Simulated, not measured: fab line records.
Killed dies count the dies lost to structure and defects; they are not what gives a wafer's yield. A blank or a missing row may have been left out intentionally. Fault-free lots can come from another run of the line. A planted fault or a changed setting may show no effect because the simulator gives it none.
Matching of chambers / flow nand-harc / 3 sister chambers for NHARC_A_STAIRCASE_DEP_322 on pecvd-01
The step deposits SiO2, target thk 7200 nm. 18 wafers are shown with their chamber, then 9 later ones without.

== EACH WAFER AND ITS CHAMBER ==
wafer=L074.2; chamber=0; rf-fwd-power-W (W)=498.8; heater-power-w (W)=779
wafer=L074.3; chamber=1; rf-fwd-power-W (W)=497.8; heater-power-w (W)=756
wafer=L074.6; chamber=1; rf-fwd-power-W (W)=498.3; heater-power-w (W)=642
wafer=L076.2; chamber=0; rf-fwd-power-W (W)=498.4; heater-power-w (W)=693
wafer=L076.3; chamber=2; rf-fwd-power-W (W)=500.5; heater-power-w (W)=709
wafer=L076.4; chamber=0; rf-fwd-power-W (W)=497.8; heater-power-w (W)=642
wafer=L078.1; chamber=0; rf-fwd-power-W (W)=498.8; heater-power-w (W)=688
wafer=L078.2; chamber=1; rf-fwd-power-W (W)=500.2; heater-power-w (W)=716
wafer=L078.3; chamber=2; rf-fwd-power-W (W)=497.6; heater-power-w (W)=692
wafer=L079.1; chamber=2; rf-fwd-power-W (W)=501.5; heater-power-w (W)=750
wafer=L079.3; chamber=1; rf-fwd-power-W (W)=498.7; heater-power-w (W)=724
wafer=L079.4; chamber=0; rf-fwd-power-W (W)=500.5; heater-power-w (W)=658
wafer=L082.1; chamber=0; rf-fwd-power-W (W)=499.9; heater-power-w (W)=768
wafer=L082.2; chamber=2; rf-fwd-power-W (W)=500.6; heater-power-w (W)=700
wafer=L082.5; chamber=1; rf-fwd-power-W (W)=497.7; heater-power-w (W)=618
wafer=L083.2; chamber=2; rf-fwd-power-W (W)=499.7; heater-power-w (W)=692
wafer=L083.4; chamber=0; rf-fwd-power-W (W)=497.9; heater-power-w (W)=656
wafer=L083.5; chamber=2; rf-fwd-power-W (W)=496.8; heater-power-w (W)=662

SIGNATURES, as means of the wafers listed above
reading=rf-fwd-power-W; chamber 0=498.871; chamber 1=498.540; chamber 2=499.450; scatter within a chamber=1.35
reading=heater-power-w; chamber 0=697.71; chamber 1=691.20; chamber 2=700.83; scatter within a chamber=48.9
Rule: for a wafer and a chamber, the distance is found by dividing, reading by reading, the gap between the wafer's reading and the chamber's mean by the reading's scatter, squaring, summing and taking the root. If the next closest chamber is less than 2 further off than the closest, the wafer can't be placed; otherwise it belongs to the closest. The scatter is the square root of a quotient: the sum, over the shown wafers, of each reading's squared deviation from its chamber's mean, divided by wafers minus chambers.

== WAFERS WHOSE CHAMBER IS MISSING ==
wafer=L087.3; rf-fwd-power-W (W)=498.9; heater-power-w (W)=737
wafer=L087.4; rf-fwd-power-W (W)=498.8; heater-power-w (W)=630
wafer=L087.6; rf-fwd-power-W (W)=499.0; heater-power-w (W)=633
wafer=L090.2; rf-fwd-power-W (W)=499.7; heater-power-w (W)=823
wafer=L090.3; rf-fwd-power-W (W)=501.8; heater-power-w (W)=801
wafer=L090.5; rf-fwd-power-W (W)=503.2; heater-power-w (W)=621
wafer=L097.1; rf-fwd-power-W (W)=502.8; heater-power-w (W)=711
wafer=L097.2; rf-fwd-power-W (W)=500.7; heater-power-w (W)=707
wafer=L097.5; rf-fwd-power-W (W)=500.1; heater-power-w (W)=647

== WHICH CHAMBER EACH ONE RAN IN ==
wafer=L087.3; from the rows above=can't be placed: 0 or 2 or 1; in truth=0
wafer=L087.4; from the rows above=can't be placed: 1 or 0 or 2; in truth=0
wafer=L087.6; from the rows above=can't be placed: 1 or 0 or 2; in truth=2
wafer=L090.2; from the rows above=can't be placed: 2 or 0 or 1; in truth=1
wafer=L090.3; from the rows above=can't be placed: 2 or 0 or 1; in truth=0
wafer=L090.5; from the rows above=can't be placed: 2 or 0 or 1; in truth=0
wafer=L097.1; from the rows above=can't be placed: 2 or 0 or 1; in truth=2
wafer=L097.2; from the rows above=can't be placed: 2 or 0 or 1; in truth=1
wafer=L097.5; from the rows above=can't be placed: 2 or 0 or 1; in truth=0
Placed correctly: 0 of 9. Cannot be placed on the basis of these rows: 9; the candidates contain the true chamber in 9. Placed wrongly: 0.
